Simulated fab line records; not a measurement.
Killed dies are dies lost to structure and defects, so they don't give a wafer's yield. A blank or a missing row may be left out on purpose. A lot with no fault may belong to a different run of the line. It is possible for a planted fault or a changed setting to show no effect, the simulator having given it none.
Matching of chambers | flow n5 finfet | cmp-02 running N5_GATE_CUT_CMP_43: 4 sister chambers
The step polishes SiO2. 20 wafers are shown with their chamber, then 10 later ones without.

== WAFERS, EACH WITH ITS CHAMBER ==
wafer  | chamber | motor current A (A) | edge zone pressure frac
L075.1 | 1       | 11.3                | 0.997
L075.3 | 3       | 10.7                | 0.998
L075.5 | 2       | 11.7                | 1.010
L076.2 | 3       | 11.5                | 1.006
L076.3 | 2       | 11.6                | 1.008
L076.5 | 3       | 11.3                | 0.995
L078.2 | 0       | 13.2                | 1.003
L078.4 | 3       | 11.3                | 0.997
L078.6 | 0       | 13.0                | 1.007
L082.2 | 2       | 11.0                | 1.000
L082.3 | 3       | 11.4                | 0.999
L082.5 | 0       | 13.2                | 1.000
L084.1 | 2       | 11.2                | 1.001
L084.2 | 1       | 12.3                | 1.008
L084.4 | 3       | 11.5                | 0.999
L086.1 | 2       | 11.3                | 0.999
L086.4 | 0       | 13.6                | 1.006
L086.6 | 3       | 11.5                | 0.996
L088.2 | 1       | 11.9                | 1.001
L088.5 | 2       | 11.9                | 0.990

SIGNATURES (means of the wafers above)
reading                 | chamber 0 | chamber 1 | chamber 2 | chamber 3 | scatter within a chamber
motor current A         | 13.250    | 11.833    | 11.450    | 11.314    | 0.332
edge zone pressure frac | 1.00400   | 1.00200   | 1.00133   | 0.99857   | 0.00515
Rule: for each reading, subtract the chamber's mean from the wafer's reading, divide by that reading's scatter and square the result; add these up over the readings and take the root, which gives the wafer's distance from the chamber. The wafer belongs to the nearest chamber; if the next one is less than 2 further off, it can't be placed. The scatter: take each reading less its chamber's mean, square it, sum over the shown wafers, divide by the number of wafers less the number of chambers, and take the root.

== WAFERS MISSING THEIR CHAMBER ==
wafer  | motor current A (A) | edge zone pressure frac
L088.6 | 11.5                | 1.000
L092.1 | 12.1                | 1.003
L092.2 | 11.5                | 1.003
L092.6 | 13.2                | 1.005
L095.1 | 12.4                | 1.005
L095.2 | 11.3                | 0.999
L095.4 | 12.6                | 0.996
L097.1 | 13.4                | 1.001
L097.3 | 11.2                | 1.001
L097.5 | 13.8                | 1.004

== THE CHAMBER EACH PASSED THROUGH ==
wafer  | from the rows above               | in truth
L088.6 | can't be placed: 2 or 3 or 1      | 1
L092.1 | can't be placed: 1 or 2 or 3      | 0
L092.2 | can't be placed: 2 or 1 or 3      | 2
L092.6 | 0                                 | 0
L095.1 | can't be placed: 1 or 0 or 2 or 3 | 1
L095.2 | can't be placed: 3 or 2 or 1      | 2
L095.4 | can't be placed: 0 or 1 or 2 or 3 | 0
L097.1 | 0                                 | 0
L097.3 | can't be placed: 3 or 2 or 1      | 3
L097.5 | 0                                 | 0
3 of 10 placed correctly. From these rows, 7 cannot be placed; in 6 the true chamber is one of the candidates. Wrongly placed: 0.
